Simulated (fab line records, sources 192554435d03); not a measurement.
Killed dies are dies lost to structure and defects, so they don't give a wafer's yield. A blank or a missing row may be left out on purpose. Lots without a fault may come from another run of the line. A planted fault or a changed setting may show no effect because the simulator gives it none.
fab line records | flow n5_finfet
record lots=24 wafers=72 last_day=18
route steps=1938 shown BEOL_M8@1392 BEOL_M9@1415 BEOL_M10@1473
lots that met no fault: from a run of the same line without faults
start_h: hours from the record's first day to the start of the lot's first wafer shown | wait_h: hours since the lot's step before | " the same as in the row above | L1.1+2: a row that stands for several wafers | - no value, or no start given | * or withheld: withheld | < > ~ a bound
route shown NAME@n: a module of which the file shows steps, and the number in the route of the first | usual: mean/standard deviation of fault-free wafers | same: alike in all rows | chamber/n: place in a boat | sites: the reading at each site | _std_site: their standard deviation | _edge_site: outer sites' mean less inner sites' | radius_mm: how far each site lies from the wafer's centre | mask NAME#n: copy n | behind: the tool/chamber that last shaped the wafer | hold: why the lot was held/for how many hours/how that ended | device: the transistor (n, p or np) that didn't switch | end of line: the same wafers' tests at the end of the route | a step without rows: its recipe alone | killed: dies lost to structure and defects at the first sort, not the wafer's yield | map: a wafer's dies, x killed, . not, _ none there
set.NAME: the setting as run; set.NAME@STEP: as run at that earlier step | model.NAME: the simulator's own value behind a step, which no gauge read
steps of the route over a sample of lots; a table a step, a row a wafer
services: from which hour (start_h, from the record's first day; less than 0 if before it) a tool's chamber was out of use, for how many hours, and why
## steps
# step N5_BEOL_M8_SPUTTER_48
# recipe material=Cu target_thk_a=100 temp_c=-20 bias_v=60 power_w=26000 chamber_pressure_pa=0.13 time_s=1.667
# usual bias_v=60.0/0.62 cathode_dc_power_W=26000/4.4 throttle_valve_pct=29.6/1.2
# columns lot.wafer tool chamber start_h wait_h bias_v cathode_dc_power_W throttle_valve_pct
L074.1 pvd_sputter-02 - 204.65 0.1 60.9 26010 27.4
L074.4 " - " " 60.0 26001 29.8
L074.5 " - " " 60.4 25997 27.4
L075.2 pvd_sputter-03 - 206.39 0.1 60.3 26004 29.4
L075.3 " - " " 59.9 26005 28.9
L075.6 " - " " 60.3 25991 30.8
L077.2 pvd_sputter-01 - 218.86 0.1 59.6 26009 31.0
L077.3 " - " " 59.9 26010 29.0
L077.5 " - " " 60.4 25996 30.7
L076.2 pvd_sputter-02 - 222.09 0.1 59.6 25994 29.7
L076.4 " - " " 58.9 26003 30.7
L076.6 " - " " 59.6 25995 27.3
L078.2 pvd_sputter-01 - 226.07 0.2 59.5 25990 27.7
L078.3 " - " " 60.1 26003 29.2
L078.4 " - " " 59.2 25994 31.1
L081.3 pvd_sputter-01 - 245.65 0.2 60.0 25996 29.5
L081.4 " - " " 59.9 25999 27.5
L081.6 " - " " 59.4 25996 30.7
L080.2 pvd_sputter-03 - 245.80 0.1 59.4 25997 29.2
L080.3 " - " " 57.9 25996 28.8
L080.4 " - " " 59.1 26000 31.1
L079.1 pvd_sputter-03 - 247.92 0.1 59.1 25992 28.6
L079.2 " - " " 60.4 25999 30.3
L079.5 " - " " 60.6 25991 30.8
L082.1 pvd_sputter-01 - 250.32 0.1 60.5 25999 31.0
L082.5 " - " " 59.8 25996 29.5
L082.6 " - " " 59.8 25995 29.2
L083.2 pvd_sputter-01 - 255.48 0.2 61.1 26002 30.8
L083.4 " - " " 60.7 26002 27.8
L083.5 " - " " 59.7 26004 29.4
L084.1 pvd_sputter-03 - 264.88 0.1 60.5 26000 28.6
L084.5 " - " " 60.2 25994 31.1
L084.6 " - " " 60.3 25997 28.9
L086.1 pvd_sputter-03 - 281.48 0.3 59.4 25994 28.6
L086.5 " - " " 59.3 25999 28.7
L086.6 " - " " 60.7 25998 29.3
L085.2 pvd_sputter-02 - 285.06 0.1 59.7 25996 29.7
L085.3 " - " " 59.8 26005 31.0
L085.4 " - " " 60.3 26005 27.4
L089.1 pvd_sputter-02 - 292.22 0.2 60.1 25991 30.0
L089.2 " - " " 59.7 25999 31.0
L089.3 " - " " 59.6 25994 30.1
L087.2 pvd_sputter-02 - 293.28 0.2 60.1 25995 27.7
L087.4 " - " " 60.8 26000 29.9
L087.6 " - " " 60.1 25995 30.3
L088.1 pvd_sputter-02 - 294.16 0.1 60.2 26006 30.0
L088.3 " - " " 60.2 25991 27.4
L088.5 " - " " 60.2 26001 30.2
L090.2 pvd_sputter-03 - 306.84 0.1 59.2 26010 29.4
L090.3 " - " " 61.2 25999 30.8
L090.4 " - " " 59.8 25998 29.0
L093.1 pvd_sputter-02 - 311.02 0.2 60.0 25998 29.6
L093.2 " - " " 60.2 26002 27.6
L093.5 " - " " 59.9 25996 30.9
L091.2 pvd_sputter-01 - 312.08 0.9 60.0 25999 27.7
L091.3 " - " " 60.5 25998 29.1
L091.5 " - " " 59.7 25997 29.7
L092.2 pvd_sputter-01 - 318.62 1.5 60.0 26004 27.7
L092.4 " - " " 60.3 25999 30.9
L092.6 " - " " 60.2 26006 31.0
L094.2 pvd_sputter-01 - 320.08 0.1 59.1 26001 27.6
L094.3 " - " " 59.4 26002 29.1
L094.4 " - " " 60.8 26001 29.7
L095.1 pvd_sputter-01 - 342.85 0.4 61.2 25998 30.8
L095.3 " - " " 59.4 26005 29.1
L095.5 " - " " 59.8 26001 27.8
L097.2 pvd_sputter-02 - 344.00 0.1 59.0 26002 29.9
L097.3 " - " " 59.9 25993 27.3
L097.5 " - " " 60.5 26004 27.4
L096.1 pvd_sputter-01 - 344.89 0.1 59.9 26008 27.5
L096.3 " - " " 60.1 26006 30.9
L096.5 " - " " 60.2 25997 27.5
# step N5_BEOL_M9_OVL_MEAS_12
# recipe points_per_wafer=44
# usual M9_OVL=0.4/0.67
# columns lot.wafer tool chamber start_h wait_h M9_OVL[nm]
L074.1 overlay-01 0 207.00 0.0 1.0
L074.4 " 0 " " 0.9
L074.5 " 0 " " 0.7
L075.2 overlay-01 0 209.68 0.0 0.1
L075.3 " 0 " " -0.3
L075.6 " 0 " " 0.0
L077.2 overlay-02 0 224.26 0.0 0.6
L077.3 " 0 " " 0.5
L077.5 " 0 " " -0.8
L076.2 overlay-01 0 225.12 0.0 -0.7
L076.4 " 0 " " 0.5
L076.6 " 0 " " 0.3
L078.2 overlay-02 0 229.32 0.0 1.3
L078.3 " 0 " " 0.0
L078.4 " 0 " " 1.1
L081.3 overlay-02 0 248.53 0.0 0.3
L081.4 " 0 " " 0.9
L081.6 " 0 " " 1.1
L080.2 overlay-01 0 250.40 0.0 -0.2
L080.3 " 0 " " -0.8
L080.4 " 0 " " -0.4
L079.1 overlay-02 0 251.15 0.0 0.0
L079.2 " 0 " " -0.3
L079.5 " 0 " " -1.1
L082.1 overlay-01 0 254.34 0.0 0.7
L082.5 " 0 " " 0.9
L082.6 " 0 " " 1.3
L083.2 overlay-01 0 259.09 0.0 0.4
L083.4 " 0 " " 1.1
L083.5 " 0 " " 0.3
L084.1 overlay-01 0 267.58 0.0 1.6
L084.5 " 0 " " 1.0
L084.6 " 0 " " -0.3
L086.1 overlay-01 0 285.00 0.0 -0.3
L086.5 " 0 " " 0.0
L086.6 " 0 " " 0.6
L085.2 overlay-01 0 289.54 0.0 -1.6
L085.3 " 0 " " 1.5
L085.4 " 0 " " -0.5
L089.1 overlay-01 0 294.97 0.0 -0.1
L089.2 " 0 " " 0.6
L089.3 " 0 " " -0.1
L087.2 overlay-02 0 296.03 0.0 -0.7
L087.4 " 0 " " -0.6
L087.6 " 0 " " -0.2
L088.1 overlay-02 0 296.89 0.0 0.3
L088.3 " 0 " " -0.8
L088.5 " 0 " " 1.2
L090.2 overlay-02 0 309.74 0.0 0.3
L090.3 " 0 " " 0.1
L090.4 " 0 " " 0.5
L093.1 overlay-01 0 313.83 0.0 1.0
L093.2 " 0 " " 1.7
L093.5 " 0 " " 1.4
L091.2 overlay-01 0 314.93 0.0 0.6
L091.3 " 0 " " 0.1
L091.5 " 0 " " 0.0
L092.2 overlay-02 0 321.73 0.0 1.2
L092.4 " 0 " " 0.4
L092.6 " 0 " " 0.6
L094.2 overlay-02 0 322.93 0.0 1.4
L094.3 " 0 " " 0.8
L094.4 " 0 " " 0.9
L095.1 overlay-02 0 347.86 0.0 0.4
L095.3 " 0 " " 0.3
L095.5 " 0 " " -0.5
L097.2 overlay-02 0 348.42 0.0 0.1
L097.3 " 0 " " 0.5
L097.5 " 0 " " 0.1
L096.1 overlay-01 0 348.60 0.0 0.6
L096.3 " 0 " " 0.1
L096.5 " 0 " " 1.4
# step N5_BEOL_M9_ETCH_76
# recipe chemistry=N2/H2 target=underlayer target_depth_a=65 mask_material=CAR-EUV time_s=5.2 ion_energy_ev=200 pressure_mtorr=30 source_w=840 bias_w=150 n2_flow_sccm=200 h2_flow_sccm=200 ends=cleared
# usual drypump_motor_current_A=5.4/0.5 etch_rf_on_time_s=5.21/0.067 oes_product_au=0.64/0.056 rf_vpp_V=523/3.3 showerhead_plenum_p_Torr=2.50/0.11 throttle_valve_pct=17.86/0.21
# columns lot.wafer tool chamber start_h wait_h drypump_motor_current_A etch_rf_on_time_s oes_product_au rf_hours_counter_h rf_vpp_V showerhead_plenum_p_Torr throttle_valve_pct
L074.1 rie_diel-06 1 208.16 0.0 4.9 5.23 0.66 152 524 2.44 17.83
L074.4 " 0 " " 5.6 5.33 0.61 166 521 2.54 18.25
L074.5 " 0 " " 5.5 5.37 0.61 - 525 2.54 18.26
L075.2 rie_diel-01 0 213.55 0.0 5.4 5.05 0.67 118 518 2.35 17.65
L075.3 " 1 " " 4.7 5.09 0.60 200 526 2.62 18.08
L075.6 " 0 " " 5.4 5.09 0.68 - 518 2.35 17.65
L076.2 rie_diel-01 3 226.84 0.0 5.7 5.16 0.59 249 522 2.51 18.10
L076.4 " 1 " " 4.7 5.15 0.59 204 527 2.62 18.08
L076.6 " 1 " " 4.7 5.21 0.59 - 525 2.62 18.09
L077.2 rie_diel-01 1 227.37 0.0 4.7 5.24 0.59 205 528 2.62 18.09
L077.3 " 0 " " 5.4 5.17 0.66 122 517 2.35 17.66
L077.5 " 0 " " 5.4 5.13 0.67 - 518 2.34 17.64
L078.2 rie_diel-02 2 231.16 0.0 5.1 5.23 0.63 175 521 2.43 17.84
L078.3 " 0 " " 5.3 5.20 0.72 62 528 2.69 17.61
L078.4 " 3 " " 5.9 5.20 0.65 156 524 2.54 17.76
L081.3 rie_diel-02 2 249.51 0.0 5.1 5.28 0.62 180 523 2.42 17.86
L081.4 " 0 " " 5.3 5.20 0.73 67 527 2.69 17.59
L081.6 " 2 " " 5.1 5.29 0.62 - 521 2.42 17.81
L080.2 rie_diel-06 2 253.30 0.0 5.0 5.24 0.62 177 520 2.43 17.85
L080.3 " 1 " " 5.0 5.22 0.65 167 520 2.43 17.86
L080.4 " 1 " " 4.9 5.22 0.64 - 520 2.43 17.87
L079.1 rie_diel-01 0 253.44 0.0 5.4 5.14 0.66 132 518 2.34 17.66
L079.2 " 1 " " 4.7 5.22 0.59 215 526 2.62 18.08
L079.5 " 0 " " 5.4 5.14 0.66 - 517 2.34 17.67
L082.1 rie_diel-01 0 259.55 0.0 5.4 5.14 0.66 136 518 2.34 17.68
L082.5 " 1 " " 4.7 5.20 0.59 - 527 2.62 18.05
L082.6 " 0 " " 5.4 5.05 0.66 - 518 2.34 17.71
L083.2 rie_diel-01 1 260.24 0.0 4.7 5.25 0.58 219 526 2.62 18.09
L083.4 " 1 " " 4.7 5.23 0.60 - 525 2.62 18.10
L083.5 " 0 " " 5.4 5.13 0.66 - 518 2.34 17.69
L084.1 rie_diel-06 2 269.94 0.0 5.0 5.20 0.62 184 522 2.42 17.87
L084.5 " 1 " " 5.0 5.15 0.64 - 522 2.43 17.88
L084.6 " 2 " " 5.0 5.19 0.62 - 520 2.42 17.90
L086.1 rie_diel-02 2 288.26 0.0 5.1 5.31 0.60 192 519 2.42 17.86
L086.5 " 0 " " 5.3 5.23 0.72 - 530 2.68 17.63
L086.6 " 3 " " 5.9 5.23 0.63 - 523 2.53 17.79
L085.2 rie_diel-02 3 290.66 0.0 5.9 5.21 0.63 173 525 2.53 17.82
L085.3 " 1 " " 6.3 5.23 0.64 181 521 2.43 17.78
L085.4 " 0 " " 5.2 5.16 0.70 79 529 2.68 17.65
L089.1 rie_diel-06 2 296.23 0.0 5.0 5.25 0.61 192 522 2.42 17.89
L089.2 " 1 " " 5.0 5.13 0.63 181 518 2.43 17.87
L089.3 " 3 " " 5.6 5.22 0.81 6 529 2.72 17.55
L087.2 rie_diel-01 0 297.33 0.0 5.4 5.14 0.65 148 517 2.33 17.69
L087.4 " 1 " " 4.7 5.23 0.58 231 527 2.61 18.09
L087.6 " 0 " " 5.4 5.13 0.65 - 517 2.33 17.72
L088.1 rie_diel-02 1 298.16 0.0 6.3 5.22 0.64 184 521 2.43 17.79
L088.3 " 0 " " 5.2 5.16 0.71 82 528 2.68 17.63
L088.5 " 2 " " 5.1 5.28 0.60 - 520 2.42 17.88
L090.2 rie_diel-01 2 312.04 0.0 6.3 5.27 0.59 203 522 2.51 17.75
L090.3 " 1 " " 4.7 5.27 0.58 237 526 2.61 18.13
L090.4 " 3 " " 5.7 5.11 0.81 13 521 2.50 17.66
L093.1 rie_diel-06 0 317.97 0.0 5.5 5.29 0.58 201 524 2.52 18.34
L093.2 " 1 " " 5.0 5.19 0.62 190 520 2.42 17.90
L093.5 " 2 " " 5.0 5.21 0.61 - 518 2.42 17.92
L091.2 rie_diel-02 0 318.14 0.0 5.3 5.20 0.69 88 527 2.68 17.66
L091.3 " 1 " " 6.3 5.19 0.64 190 522 2.43 17.80
L091.5 " 3 " " 5.9 5.10 0.64 - 523 2.53 17.80
L092.2 rie_diel-06 2 323.33 0.0 5.0 5.21 0.60 201 517 2.42 17.87
L092.4 " 3 " " 5.6 5.17 0.80 15 528 2.71 17.55
L092.6 " 0 " " 5.6 5.30 0.59 - 523 2.52 18.33
L094.2 rie_diel-02 0 324.64 0.0 5.2 5.19 0.70 90 528 2.68 17.66
L094.3 " 2 " " 5.1 5.28 0.61 203 521 2.41 17.86
L094.4 " 3 " " 5.9 5.12 0.63 182 524 2.53 17.84
L095.1 rie_diel-06 1 349.06 0.0 4.9 5.19 0.62 200 520 2.42 17.92
L095.3 " 3 " " 5.6 5.14 0.79 21 527 2.71 17.59
L095.5 " 3 " " 5.6 5.09 0.80 - 526 2.71 17.56
L097.2 rie_diel-02 0 349.62 0.0 5.3 5.14 0.68 99 527 2.67 17.67
L097.3 " 1 " " 6.3 5.20 0.63 201 519 2.42 17.82
L097.5 " 2 " " 5.1 5.32 0.59 - 520 2.41 17.89
L096.1 rie_diel-06 1 350.18 0.0 4.9 5.17 0.62 200 520 2.42 17.92
L096.3 " 2 " " 5.0 5.17 0.60 209 520 2.41 17.89
L096.5 " 0 " " 5.5 5.27 0.59 - 523 2.52 18.35
# step N5_BEOL_M9_STRIP_80
# recipe chemistry=N2/H2 time_s=10 power_w=450 temp_c=40 pressure_mtorr=20 rf_frequency_hz=6e+07 bias_power_w=7 n2_flow_sccm=200 h2_flow_sccm=200
# usual drypump_motor_current_A=5.4/0.5 oes_product_au=0.75/0.064 rf_vpp_V=59.0/0.91 showerhead_plenum_p_Torr=2.50/0.11 throttle_valve_pct=23.66/0.23
# columns lot.wafer tool chamber start_h wait_h drypump_motor_current_A oes_product_au rf_hours_counter_h rf_vpp_V showerhead_plenum_p_Torr throttle_valve_pct
L074.1 rie_diel-06 1 - - 5.0 0.75 152 59.4 2.43 23.55
L074.4 " 0 " " 5.5 0.71 166 58.2 2.53 24.20
L074.5 " 0 " " 5.5 0.72 - 59.5 2.53 24.18
L075.2 rie_diel-01 0 - - 5.4 0.77 118 60.1 2.34 23.47
L075.3 " 1 " " 4.7 0.70 200 58.9 2.62 23.83
L075.6 " 0 " " 5.4 0.78 - 58.8 2.34 23.45
L076.2 rie_diel-01 3 - - 5.8 0.69 249 58.6 2.51 23.98
L076.4 " 1 " " 4.7 0.70 204 60.3 2.62 23.82
L076.6 " 1 " " 4.7 0.70 - 59.9 2.62 23.82
L077.2 rie_diel-01 1 - - 4.7 0.70 205 59.3 2.62 23.83
L077.3 " 0 " " 5.4 0.76 122 58.4 2.34 23.45
L077.5 " 0 " " 5.4 0.77 - 59.9 2.34 23.47
L078.2 rie_diel-02 2 - - 5.1 0.74 175 59.8 2.42 23.66
L078.3 " 0 " " 5.2 0.85 62 61.3 2.69 23.51
L078.4 " 3 " " 5.9 0.76 156 59.7 2.53 23.54
L081.3 rie_diel-02 2 - - 5.1 0.74 180 58.6 2.42 23.64
L081.4 " 0 " " 5.2 0.85 67 60.6 2.68 23.49
L081.6 " 2 " " 5.1 0.74 - 58.7 2.42 23.65
L080.2 rie_diel-06 2 - - 5.0 0.73 178 59.2 2.42 23.58
L080.3 " 1 " " 4.9 0.76 167 59.4 2.43 23.55
L080.4 " 1 " " 5.0 0.76 - 57.8 2.43 23.57
L079.1 rie_diel-01 0 - - 5.4 0.76 133 58.5 2.34 23.48
L079.2 " 1 " " 4.7 0.69 215 58.4 2.61 23.83
L079.5 " 0 " " 5.4 0.75 - 58.1 2.34 23.48
L082.1 rie_diel-01 0 - - 5.4 0.75 136 58.2 2.33 23.48
L082.5 " 1 " " 4.7 0.69 - 60.1 2.61 23.84
L082.6 " 0 " " 5.4 0.75 - 58.4 2.34 23.48
L083.2 rie_diel-01 1 - - 4.7 0.68 219 60.2 2.61 23.83
L083.4 " 1 " " 4.7 0.69 - 58.6 2.61 23.85
L083.5 " 0 " " 5.4 0.75 - 57.3 2.34 23.48
L084.1 rie_diel-06 2 - - 5.0 0.72 185 59.2 2.42 23.59
L084.5 " 1 " " 5.0 0.74 - 58.4 2.43 23.57
L084.6 " 2 " " 5.0 0.72 - 59.0 2.42 23.61
L086.1 rie_diel-02 2 - - 5.1 0.72 192 58.1 2.41 23.66
L086.5 " 0 " " 5.3 0.83 - 58.6 2.68 23.51
L086.6 " 3 " " 5.9 0.74 - 61.2 2.53 23.56
L085.2 rie_diel-02 3 - - 5.9 0.74 173 58.7 2.53 23.55
L085.3 " 1 " " 6.3 0.75 181 58.3 2.43 23.57
L085.4 " 0 " " 5.3 0.83 79 59.7 2.68 23.51
L089.1 rie_diel-06 2 - - 5.0 0.71 192 59.1 2.42 23.62
L089.2 " 1 " " 4.9 0.74 181 56.8 2.42 23.58
L089.3 " 3 " " 5.6 0.96 6 59.5 2.71 23.51
L087.2 rie_diel-01 0 - - 5.4 0.75 149 59.9 2.33 23.50
L087.4 " 1 " " 4.7 0.69 232 59.3 2.61 23.84
L087.6 " 0 " " 5.4 0.75 - 57.0 2.33 23.50
L088.1 rie_diel-02 1 - - 6.3 0.75 184 59.5 2.42 23.56
L088.3 " 0 " " 5.3 0.83 82 57.9 2.68 23.52
L088.5 " 2 " " 5.1 0.72 - 58.4 2.41 23.66
L090.2 rie_diel-01 2 - - 6.3 0.70 203 60.2 2.51 23.45
L090.3 " 1 " " 4.7 0.68 237 59.2 2.60 23.87
L090.4 " 3 " " 5.8 0.95 13 58.2 2.50 23.60
L093.1 rie_diel-06 0 - - 5.5 0.70 201 58.5 2.52 24.22
L093.2 " 1 " " 5.0 0.73 190 57.8 2.42 23.59
L093.5 " 2 " " 5.0 0.71 - 59.6 2.41 23.62
L091.2 rie_diel-02 0 - - 5.2 0.82 88 59.1 2.68 23.53
L091.3 " 1 " " 6.3 0.74 190 57.8 2.42 23.56
L091.5 " 3 " " 5.9 0.73 - 58.6 2.52 23.55
L092.2 rie_diel-06 2 - - 5.0 0.71 201 59.9 2.41 23.61
L092.4 " 3 " " 5.6 0.93 15 59.4 2.71 23.50
L092.6 " 0 " " 5.5 0.70 - 58.5 2.52 24.24
L094.2 rie_diel-02 0 - - 5.3 0.82 90 60.5 2.67 23.53
L094.3 " 2 " " 5.1 0.72 204 58.7 2.41 23.67
L094.4 " 3 " " 5.9 0.74 183 58.8 2.52 23.58
L095.1 rie_diel-06 1 - - 4.9 0.73 200 58.1 2.42 23.60
L095.3 " 3 " " 5.6 0.91 22 61.4 2.71 23.51
L095.5 " 3 " " 5.6 0.92 - 58.9 2.70 23.52
L097.2 rie_diel-02 0 - - 5.3 0.81 99 59.4 2.67 23.52
L097.3 " 1 " " 6.3 0.73 201 57.8 2.42 23.58
L097.5 " 2 " " 5.1 0.70 - 57.5 2.41 23.69
L096.1 rie_diel-06 1 - - 4.9 0.72 200 59.1 2.41 23.60
L096.3 " 2 " " 5.0 0.71 209 58.4 2.41 23.62
L096.5 " 0 " " 5.6 0.69 - 58.6 2.51 24.25
# step N5_BEOL_M10_PECVD_70
# recipe material=SiO2 target_thk_a=200 temp_c=400 precursor=TEOS/O2 pressure_torr=5.5 rf_w=450 teos_flow_sccm=53.8 gas=O2 flow_sccm=3000 time_s=22.7
# usual heater_power_w=736/130 showerhead_plenum_p_Torr=8.78/0.082 throttle_valve_pct=22.3/1.7
# columns lot.wafer tool chamber start_h wait_h heater_power_w showerhead_plenum_p_Torr throttle_valve_pct
L074.1 pecvd-01 0 211.91 0.0 733 8.83 23.4
L074.4 " 2 " " 805 8.68 22.6
L074.5 " 1 " " 859 8.84 23.6
L075.2 pecvd-03 0 219.29 0.0 688 8.89 24.2
L075.3 " 1 " " 947 8.82 19.9
L075.6 " 0 " " 693 8.89 24.4
L076.2 pecvd-01 2 230.94 0.0 750 8.74 22.5
L076.4 " 2 " " 756 8.69 22.7
L076.6 " 1 " " 904 8.79 23.7
L077.2 pecvd-02 0 231.35 0.0 677 8.88 24.2
L077.3 " 2 " " 548 8.68 20.8
L077.5 " 1 " " 598 8.69 22.0
L078.2 pecvd-02 2 235.19 0.0 622 8.69 21.0
L078.3 " 1 " " 603 8.74 21.4
L078.4 " 0 " " 683 8.83 24.1
L081.3 pecvd-03 0 252.84 0.0 611 8.92 24.7
L081.4 " 0 " " 619 8.90 24.8
L081.6 " 1 " " 1050 8.85 20.0
L080.2 pecvd-03 1 256.72 0.0 987 8.86 20.0
L080.3 " 0 " " 642 8.93 24.6
L080.4 " 2 " " 817 8.70 20.0
L079.1 pecvd-02 2 256.94 0.0 533 8.67 21.2
L079.2 " 0 " " 771 8.87 24.2
L079.5 " 2 " " 528 8.66 21.0
L082.1 pecvd-02 0 263.34 0.0 773 8.83 24.3
L082.5 " 1 " " 616 8.68 21.6
L082.6 " 2 " " 610 8.68 21.1
L083.2 pecvd-02 2 265.29 0.0 650 8.67 20.9
L083.4 " 1 " " 625 8.71 21.6
L083.5 " 2 " " 664 8.68 20.8
L084.1 pecvd-03 1 274.70 0.0 899 8.84 20.0
L084.5 " 0 " " 718 8.93 24.5
L084.6 " 1 " " 892 8.83 20.2
L086.1 pecvd-03 1 292.14 0.0 1041 8.88 19.9
L086.5 " 2 " " 828 8.72 20.0
L086.6 " 1 " " 1044 8.86 19.8
L085.2 pecvd-02 2 294.99 0.0 599 8.67 21.0
L085.3 " 0 " " 644 8.85 24.4
L085.4 " 0 " " 651 8.86 24.6
L089.1 pecvd-03 1 300.50 0.0 927 8.85 20.0
L089.2 " 0 " " 708 8.92 24.4
L089.3 " 2 " " 707 8.73 20.0
L087.2 pecvd-01 1 300.75 0.0 799 8.83 23.5
L087.4 " 0 " " 701 8.81 23.4
L087.6 " 2 " " 820 8.69 22.9
L088.1 pecvd-02 0 302.03 0.0 718 8.84 24.6
L088.3 " 2 " " 537 8.67 21.4
L088.5 " 1 " " 595 8.70 21.9
L090.2 pecvd-03 1 315.89 0.0 977 8.86 19.9
L090.3 " 0 " " 607 8.91 24.2
L090.4 " 1 " " 962 8.84 19.8
L093.1 pecvd-01 2 321.45 0.0 780 8.72 22.6
L093.2 " 0 " " 757 8.82 23.3
L093.5 " 2 " " 780 8.69 22.8
L091.2 pecvd-02 0 321.79 0.0 739 8.84 24.4
L091.3 " 1 " " 674 8.70 21.7
L091.5 " 2 " " 569 8.69 21.4
L092.2 pecvd-01 1 328.02 0.0 801 8.82 23.3
L092.4 " 0 " " 747 8.81 23.1
L092.6 " 2 " " 741 8.71 22.9
L094.2 pecvd-03 2 328.50 0.0 778 8.71 20.3
L094.3 " 1 " " 992 8.85 19.8
L094.4 " 1 " " 1002 8.86 20.2
L095.1 pecvd-01 2 352.85 0.0 686 8.71 23.0
L095.3 " 1 " " 854 8.81 23.7
L095.5 " 1 " " 871 8.81 23.8
L097.2 pecvd-02 0 353.48 0.0 742 8.87 24.7
L097.3 " 2 " " 522 8.67 21.2
L097.5 " 0 " " 754 8.85 24.4
L096.1 pecvd-03 0 353.92 0.0 695 8.90 24.5
L096.3 " 2 " " 831 8.70 20.4
L096.5 " 0 " " 699 8.89 24.7
# step N5_BEOL_M10_OVL_MEAS_12
# recipe points_per_wafer=44
# usual M10_OVL=0.5/0.76
# columns lot.wafer tool chamber start_h wait_h M10_OVL[nm]
L074.1 overlay-02 0 213.13 0.0 -0.3
L074.4 " 0 " " 0.0
L074.5 " 0 " " -0.4
L075.2 overlay-02 0 222.11 0.0 1.3
L075.3 " 0 " " 0.1
L075.6 " 0 " " 1.5
L076.2 overlay-02 0 232.51 0.0 1.3
L076.4 " 0 " " 0.9
L076.6 " 0 " " 1.6
L077.2 overlay-01 0 232.54 0.0 -0.3
L077.3 " 0 " " -0.5
L077.5 " 0 " " 0.9
L078.2 overlay-01 0 235.65 0.0 1.0
L078.3 " 0 " " 0.7
L078.4 " 0 " " -0.5
L081.3 overlay-02 0 254.38 0.0 1.0
L081.4 " 0 " " 1.8
L081.6 " 0 " " 1.4
L080.2 overlay-02 0 258.53 0.0 0.3
L080.3 " 0 " " -0.4
L080.4 " 0 " " 0.5
L079.1 overlay-01 0 258.87 0.0 1.1
L079.2 " 0 " " 1.4
L079.5 " 0 " " 0.9
L082.1 overlay-02 0 264.45 0.0 1.6
L082.5 " 0 " " 1.1
L082.6 " 0 " " 2.2
L083.2 overlay-01 0 267.12 0.0 0.0
L083.4 " 0 " " 0.2
L083.5 " 0 " " 1.3
L084.1 overlay-01 0 276.62 0.0 0.8
L084.5 " 0 " " 0.3
L084.6 " 0 " " 0.4
L086.1 overlay-01 0 293.63 0.0 0.2
L086.5 " 0 " " 0.3
L086.6 " 0 " " 0.2
L085.2 overlay-01 0 296.04 0.0 -0.8
L085.3 " 0 " " -0.7
L085.4 " 0 " " 0.0
L089.1 overlay-01 0 301.11 0.0 0.3
L089.2 " 0 " " 1.1
L089.3 " 0 " " 2.1
L087.2 overlay-02 0 303.41 0.0 -1.2
L087.4 " 0 " " -0.6
L087.6 " 0 " " -0.6
L088.1 overlay-02 0 303.87 0.0 0.4
L088.3 " 0 " " -0.1
L088.5 " 0 " " 0.7
L090.2 overlay-02 0 319.23 0.0 -0.3
L090.3 " 0 " " 0.7
L090.4 " 0 " " 1.0
L093.1 overlay-02 0 322.24 0.0 1.8
L093.2 " 0 " " 0.9
L093.5 " 0 " " 1.6
L091.2 overlay-02 0 322.83 0.0 1.2
L091.3 " 0 " " 1.0
L091.5 " 0 " " 0.9
L092.2 overlay-01 0 329.58 0.0 1.3
L092.4 " 0 " " 0.5
L092.6 " 0 " " 1.6
L094.2 overlay-01 0 329.78 0.0 -0.1
L094.3 " 0 " " -0.2
L094.4 " 0 " " 0.7
L095.1 overlay-01 0 353.91 0.0 -0.5
L095.3 " 0 " " -0.7
L095.5 " 0 " " 0.3
L097.2 overlay-02 0 356.49 0.0 -1.2
L097.3 " 0 " " -0.9
L097.5 " 0 " " -1.3
L096.1 overlay-01 0 356.82 0.0 -0.1
L096.3 " 0 " " 0.4
L096.5 " 0 " " 0.5
## services
# columns tool chamber start_h hours kind
pecvd-02 0 186.26 5.5 scheduled_down
pecvd-02 1 199.61 2.1 scheduled_down
pecvd-03 2 202.38 - clean
pecvd-03 2 202.38 - consumable_replace:showerhead
pecvd-03 2 202.38 29.0 scheduled_down
rie_diel-01 2 235.65 2.4 repair
rie_diel-01 3 236.99 5.4 repair
rie_diel-01 3 242.70 - clean
rie_diel-01 3 242.70 - consumable_replace:esc
rie_diel-01 3 242.70 - consumable_replace:focus_ring
rie_diel-01 3 242.70 18.6 scheduled_down
rie_diel-01 3 242.70 18.6 vent_cycle
rie_diel-06 3 247.21 - clean
rie_diel-06 3 247.21 - consumable_replace:focus_ring
rie_diel-06 3 247.21 - consumable_replace:showerhead
rie_diel-06 3 247.21 23.3 scheduled_down
rie_diel-06 3 247.21 23.3 vent_cycle
rie_diel-01 0 277.94 1.8 repair
rie_diel-01 3 279.67 7.2 repair
pvd_sputter-01 - 281.97 1.4 repair
rie_diel-02 3 292.71 8.2 repair
rie_diel-02 2 316.58 4.0 repair
pvd_sputter-01 - 327.03 2.4 repair
pecvd-03 - 329.53 5.4 repair
## key
fault none
